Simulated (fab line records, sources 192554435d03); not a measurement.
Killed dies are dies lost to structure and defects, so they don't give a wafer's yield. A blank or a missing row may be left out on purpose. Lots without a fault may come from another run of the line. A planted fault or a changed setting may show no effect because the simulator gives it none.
A struck lot beside a sound one | flow n5_finfet | 37 steps out of a route of 1938
Sound: wafers L895.2, L895.4, L895.5. Struck: wafer L899.5. (L899.1 of the same lot was not struck and is left out.) The cause comes at the end.
At each step with rows: each side's tool, then ch and its chambers, then its first start. Under that, the readings that differ: sound wafers | struck wafers | difference of the means | sigmas: that difference in standard deviations of wafers without a fault.
alike: readings whose means differ by less than 2 such deviations, and words and numbers that are the same on both sides. not compared: withheld readings, readings that some wafer has no value for, bounds like >300 that may hide the same value, and numbers for which the record gives no deviation and whose values overlap.
The two part at a step that has a row with sigmas, a row that says differs or no value, or rows on one side only. Numbers that don't overlap but have no deviation are shown without sigmas and don't part them. A reading that every wafer of one side lacks parts them only if that side has two wafers or more.

first, 9 steps without rows for these wafers: N5_WELL_APT_DESCUM_30 (chemistry O2, time 7.9 s); N5_WELL_APT_IMPLANT_31; N5_WELL_APT_IMPLANT_32; N5_WELL_APT_STRIP_33 (strips in SPM, time 900 s); N5_WELL_APT_RTA_34 (time 10 s); N5_WELL_APT_OXIDE_STRIP_42 (strips SiO2 in dHF, time 45 s, target depth 12 nm); N5_WELL_APT_PRECLEAN_36 (cleans in O3/DIW, time 45 s); N5_WELL_APT_PRECLEAN_39 (cleans in dHF, time 60 s); N5_WELL_APT_SRD_37 (time 30 s).
N5_WELL_APT_EPI_41: deposits Si from SiH4/H2, target thk 50 nm, time 297.7 s.
  sound on epi_rpcvd-02 ch 0, day 4 04:14; struck on epi_rpcvd-02 ch 0, day 5 04:05
  reading                                 | sound             | struck | difference | sigmas
  run_length_s (s)                        | 357.7 356.9 356.4 | 603.4  | +246.4     | +99
  model.Si_of_WELL_APT_EPI_41.thk_nm (nm) | 50.13 50.06 50.51 | 92.46  | +42.23     |
  alike: susceptor_temp_C_max, throttle_valve_pct
then, 24 steps without rows for these wafers: N5_PMOS_HMC_CHANNEL_EPI_HM_DEP_34 (deposits SiO2 from TEOS/O2, target thk 36 nm, time 6.9 s); N5_PMOS_HMC_CHANNEL_EPI_COAT_31 (time 60 s, resist thk 66 nm); N5_PMOS_HMC_CHANNEL_EPI_COAT_03 (resist thk 205 nm); N5_PMOS_HMC_CHANNEL_EPI_EBR_05; N5_PMOS_HMC_CHANNEL_EPI_SOFTBAKE_04 (time 60 s); N5_PMOS_HMC_CHANNEL_EPI_EXPOSE_06 (exposes mask PMOS HMC BLK, target cd 240 nm); N5_PMOS_HMC_CHANNEL_EPI_PEB_07 (peb time 60 s); N5_PMOS_HMC_CHANNEL_EPI_DEVELOP_08 (develop time 30 s); N5_PMOS_HMC_CHANNEL_EPI_DESCUM_14 (chemistry O2, time 7.9 s); N5_PMOS_HMC_CHANNEL_EPI_ETCH_32 (etches BARC in N2/H2, stops on SiO2, target depth 85.8 nm, time 50.3 s); N5_PMOS_HMC_CHANNEL_EPI_HM_OPEN_15 (chemistry CHF3/O2, target SiO2, target depth 40.6 nm, time 20.3 s); N5_PMOS_HMC_CHANNEL_EPI_STRIP_33 (strips in N2/H2); N5_PMOS_HMC_CHANNEL_EPI_STRIP_17 (strips in SPM, time 750 s); N5_PMOS_HMC_CHANNEL_EPI_ETCH_38 (etches SiO2 in CF4, target depth 1.5 nm); N5_PMOS_HMC_CHANNEL_EPI_FIN_RECESS_16 (chemistry HBr/Cl2, target Si, target depth 54 nm, time 18 s); N5_PMOS_HMC_CHANNEL_EPI_PRECLEAN_36 (cleans in O3/DIW, time 45 s); N5_PMOS_HMC_CHANNEL_EPI_PRECLEAN_18 (cleans in DHF, time 30 s); N5_PMOS_HMC_CHANNEL_EPI_SRD_19 (time 30 s); N5_PMOS_HMC_CHANNEL_EPI_EPI_20 (deposits SiGe30, target thk 59 nm); N5_PMOS_HMC_CHANNEL_EPI_HM_STRIP_35 (strips SiO2 in dHF, material SiO2, target depth 39.6 nm, time 216 s); N5_PMOS_HMC_CHANNEL_EPI_SRD_39 (time 30 s); N5_PMOS_HMC_CHANNEL_EPI_CMP_21 (polishes SiGe30, target thk 54 nm); N5_PMOS_HMC_CHANNEL_EPI_PRECLEAN_40 (cleans in DHF, time 30 s); N5_PMOS_HMC_CHANNEL_EPI_PRECLEAN_37 (cleans in O3/DIW, time 45 s).
N5_SD_EPI_N_STRIP_18: strips in SPM, time 750 s.
  sound on wet_bench-05 ch 3,4,6, day 5 12:37; struck on wet_bench-05 ch 5, day 6 15:23
  reading                                 | sound       | struck | difference | sigmas
  model.Si_of_WELL_APT_EPI_41.thk_nm (nm) | 7.8 8.2 8.4 | 50.2   | +42.1      |
  alike: bath_guard_temp_C
-- the record jumps here: 5 days lie between the struck wafers' starts before and after (it left off in module SD_EPI_N and takes up again in module BEOL_M4, whose first step shown is number 1111 of the route) --
N5_BEOL_M4_RC_MEAS_101:
  sound on prober-01 ch 0, day 10 20:49; struck on prober-01 ch 0, day 11 12:37
  reading            | sound             | struck | difference | sigmas
  CJ_N               | 4.34 4.31 4.35    | 2.52   | -1.81      | -25
  CJ_P               | 6.13 5.97 5.92    | 2.17   | -3.84      | -19
  DIBL_N (mV/V)      | 37.0 37.2 37.5    | 67.5   | +30.3      | +17
  DIBL_P (mV/V)      | 35.0 35.3 36.1    | 48.8   | +13.3      | +6
  IOFF_N (nA/um)     | 0.18 0.17 0.18    | 4.43   | +4.25      | +99 or more
  IOFF_N_85C (nA/um) | 3.4 3.4 3.4       | 51.1   | +47.7      | +94
  IOFF_N_LIN (nA/um) | 0.077 0.075 0.075 | 0.262  | +0.186     | +16
  IOFF_P (nA/um)     | 0.19 0.21 0.21    | 1.20   | +1.00      | +28
  IOFF_P_85C (nA/um) | 3.5 3.7 3.6       | 15.5   | +11.9      | +22
  IOFF_P_LIN (nA/um) | 0.095 0.098 0.098 | 0.206  | +0.109     | +8
  ION_P (uA/um)      | 455 444 450       | 472    | +22        | +3
  RS_NWELL (ohm/sq)  | 1033 1037 1035    | 938    | -97        | -15
  RS_PWELL (ohm/sq)  | 2993 2993 2985    | 2156   | -834       | -35
  SS_N (mV/dec)      | 71.6 72.1 71.9    | 110.2  | +38.3      | +63
  SS_P (mV/dec)      | 72.9 73.7 73.6    | 86.4   | +13.0      | +21
  VT_N (mV)          | 248 250 251       | 243    | -7         | -2
  VT_P (mV)          | -253 -249 -253    | -244   | +8         | +2
  alike: IOFF_N_LONG, ION_N
-- the record jumps here: 4 days lie between the struck wafers' starts before and after (it left off in module BEOL_M4 and takes up again in module PASSIVATION, whose first step shown is number 1936 of the route) --
N5_PASSIVATION_PROBE_49:
  sound on prober-01, day 15 01:33; struck on prober-01, day 15 20:48
  reading                | sound          | struck | difference | sigmas
  sort_bin_4_leakage (%) | 0 0 0          | 90.85  | +90.85     |
  sort_n_pass            | 1089 1078 1113 | 0      | -1093      | -61
  sort_yield_pct (%)     | 92.3 91.4 94.3 | 0      | -93        | -62
  alike: defect_limited_yield, killed_at_M0_to_M3, killed_at_M4_up, killed_at_contacts, killed_at_front_end, killed_at_other, killed_dies, killed_open, killed_short, sort_bin_5_function, sort_bin_6_memory, sort_bin_8_speed

WHERE THEY PART
First at N5_WELL_APT_EPI_41; last, within this record, at N5_PASSIVATION_PROBE_49.

WHY: what the simulator had put in
Process parameter drift: epi_rpcvd-02, from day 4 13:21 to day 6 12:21, at N5_WELL_APT_EPI_41. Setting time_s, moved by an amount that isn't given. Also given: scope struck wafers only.
